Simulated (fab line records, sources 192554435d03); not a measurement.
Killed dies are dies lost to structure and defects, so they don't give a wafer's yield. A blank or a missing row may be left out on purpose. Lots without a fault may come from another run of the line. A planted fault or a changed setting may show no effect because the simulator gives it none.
Split-lot experiment | flow n5_finfet | 7 lots, 21 wafers read, on a route of 1938 steps

THE SPLIT
At N5_SD_EPI_P_ETCH_16 (etches SiO2 in CHF3/O2, target depth 5 nm), the setting target_depth_a was moved away from the recipe's 50 angstrom on 7 of the 21 wafers read, by +8.5% to +11.5%. The other wafers ran this setting at the recipe's value.

The reading is taken at the split's own step.

THE READING
etch.depth_nm (the simulator's own value, which no gauge read), in nm, at N5_SD_EPI_P_ETCH_16 (etches SiO2 in CHF3/O2, target depth 5 nm). The file gives no usual value for it. The 14 wafers here that ran the recipe average 5.080 nm, standard deviation 0.11 nm.

wafer  | tool, chamber at the split | target_depth_a as run, angstrom | against the recipe | etch.depth_nm, nm | against lot-mates on the recipe
L079.3 | rie_diel-01, 1             | 50                              | recipe             | 5.152             | -
L079.5 | rie_diel-01, 1             | 50                              | recipe             | 5.196             | -
L079.6 | rie_diel-01, 0             | 50                              | recipe             | 5.047             | -
L084.1 | rie_diel-04, 1             | 50                              | recipe             | 4.937             | -
L084.2 | rie_diel-04, 3             | 55.65                           | +11.3%             | 5.392             | +0.455
L084.6 | rie_diel-04, 1             | 55.65                           | +11.3%             | 5.414             | +0.477
L085.2 | rie_diel-04, 2             | 50                              | recipe             | 5.022             | -
L085.5 | rie_diel-04, 1             | 50                              | recipe             | 4.978             | -
L085.6 | rie_diel-04, 0             | 50                              | recipe             | 5.001             | -
L091.1 | rie_diel-01, 3             | 50                              | recipe             | 5.24              | -
L091.4 | rie_diel-01, 0             | 50                              | recipe             | 5.035             | -
L091.5 | rie_diel-01, 0             | 50                              | recipe             | 5.015             | -
L092.3 | rie_diel-04, 1             | 54.27                           | +8.5%              | 5.368             | no lot-mate on the recipe
L092.4 | rie_diel-04, 0             | 54.27                           | +8.5%              | 5.45              | no lot-mate on the recipe
L092.5 | rie_diel-04, 2             | 54.27                           | +8.5%              | 5.415             | no lot-mate on the recipe
L096.2 | rie_diel-01, 0             | 55.74                           | +11.5%             | 5.636             | +0.455
L096.3 | rie_diel-01, 2             | 50                              | recipe             | 5.084             | -
L096.4 | rie_diel-01, 3             | 50                              | recipe             | 5.278             | -
L097.1 | rie_diel-01, 3             | 50                              | recipe             | 5.22              | -
L097.2 | rie_diel-01, 0             | 50                              | recipe             | 4.912             | -
L097.4 | rie_diel-01, 1             | 54.48                           | +9.0%              | 5.571             | +0.505

THE FIT
A straight line over all 21 wafers: etch.depth_nm changes by +0.0385 nm for each +1% of target_depth_a; r = +0.86; the points scatter about the line by 0.11 nm.
The same after taking each lot's own level away (the mean of its wafers on the recipe; 18 wafers): +0.0432 nm for each +1%; r = +0.92; scatter 0.089 nm.
On that fit, the largest move of target_depth_a shifts the reading by 0.5 nm.
The lots' own levels span 4.9370 to 5.1810 nm, that is 2.2 times the standard deviation above.
So the lot-to-lot level changes the slope: the two fits differ.
Check: with one of the wafers moved furthest among these (+11.5%) left out of the fit, the line predicts +0.515 nm for it against its lot-mates. It came out at +0.455 nm against them.

OTHER SPLITS ON THESE WAFERS
These wafers also went through other splits before the reading. Each is held against what the fit with the lots' levels taken away leaves over:
other split on the same wafers | wafers away from the commonest value | r with etch.depth_nm (lot level and that fit taken away)
N5_FIN_SAQP_COAT_49 spin_rpm   | 3                                    | +0.16
N5_DUMMY_GATE_COAT_35 spin_rpm | 7                                    | -0.21
N5_SD_EPI_N_COAT_32 spin_rpm   | 6                                    | +0.32
N5_SD_EPI_N_PEB_07 peb_time_s  | 8                                    | +0.13

THE FILE'S OWN FIT
etch.depth_nm changes by +0.0442 nm for each +1% of target_depth_a, r = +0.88.
